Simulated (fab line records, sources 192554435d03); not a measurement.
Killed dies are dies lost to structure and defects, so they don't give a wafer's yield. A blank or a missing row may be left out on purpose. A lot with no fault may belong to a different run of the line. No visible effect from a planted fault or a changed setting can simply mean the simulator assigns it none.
Matching of chambers :: flow n5_finfet :: 4 sister chambers for N5_HKMG_FIN_ALD_74 on ald_hk-03
The step deposits La2O3, target thk 0.5 nm, pulse time 6 s, co reactant pulse time 1 s. 4 wafers are shown with their chamber, then 10 later ones without.

== WAFERS PAIRED WITH THEIR CHAMBERS ==
wafer: L086.2
chamber: 0
heater_power_w (W): 346

wafer: L086.5
chamber: 1
heater_power_w (W): 332

wafer: L092.4
chamber: 2
heater_power_w (W): 356

wafer: L092.5
chamber: 3
heater_power_w (W): 391

== WAFERS MISSING THEIR CHAMBER ==
wafer: L092.6
heater_power_w (W): 356

wafer: L096.1
heater_power_w (W): 346

wafer: L096.3
heater_power_w (W): 340

wafer: L096.5
heater_power_w (W): 336

wafer: L097.1
heater_power_w (W): 355

wafer: L097.2
heater_power_w (W): 355

wafer: L097.3
heater_power_w (W): 342

wafer: L097.4
heater_power_w (W): 391

wafer: L097.5
heater_power_w (W): 401

wafer: L097.6
heater_power_w (W): 360

== CHAMBER TAKEN BY EACH ==
wafer: L092.6
from the rows above: 2
in truth: 2

wafer: L096.1
from the rows above: 0
in truth: 0

wafer: L096.3
from the rows above: can't be placed: 0 or 1
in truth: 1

wafer: L096.5
from the rows above: can't be placed: 1 or 0
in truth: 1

wafer: L097.1
from the rows above: can't be placed: 2 or 0
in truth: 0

wafer: L097.2
from the rows above: can't be placed: 2 or 0
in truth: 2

wafer: L097.3
from the rows above: can't be placed: 0 or 1
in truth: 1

wafer: L097.4
from the rows above: 3
in truth: 3

wafer: L097.5
from the rows above: 3
in truth: 3

wafer: L097.6
from the rows above: 2
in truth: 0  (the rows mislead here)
Correctly placed: 4 of 10. Unplaceable from these rows: 5, with the true chamber sitting among the candidates in 5. 1 placed wrongly.
How it was worked out, from the rows above alone: a wafer's distance from a chamber is the root of the sum, over the readings, of the square of ((its reading less the chamber's mean) divided by the reading's scatter). The wafer belongs to the nearest chamber; if the next one is less than 2 further off, it can't be placed. The mean given for a chamber averages the wafers shown for that chamber. The scatter: root of mean squared gap, hidden wafer to nearest shown wafer, with one shown wafer a chamber.
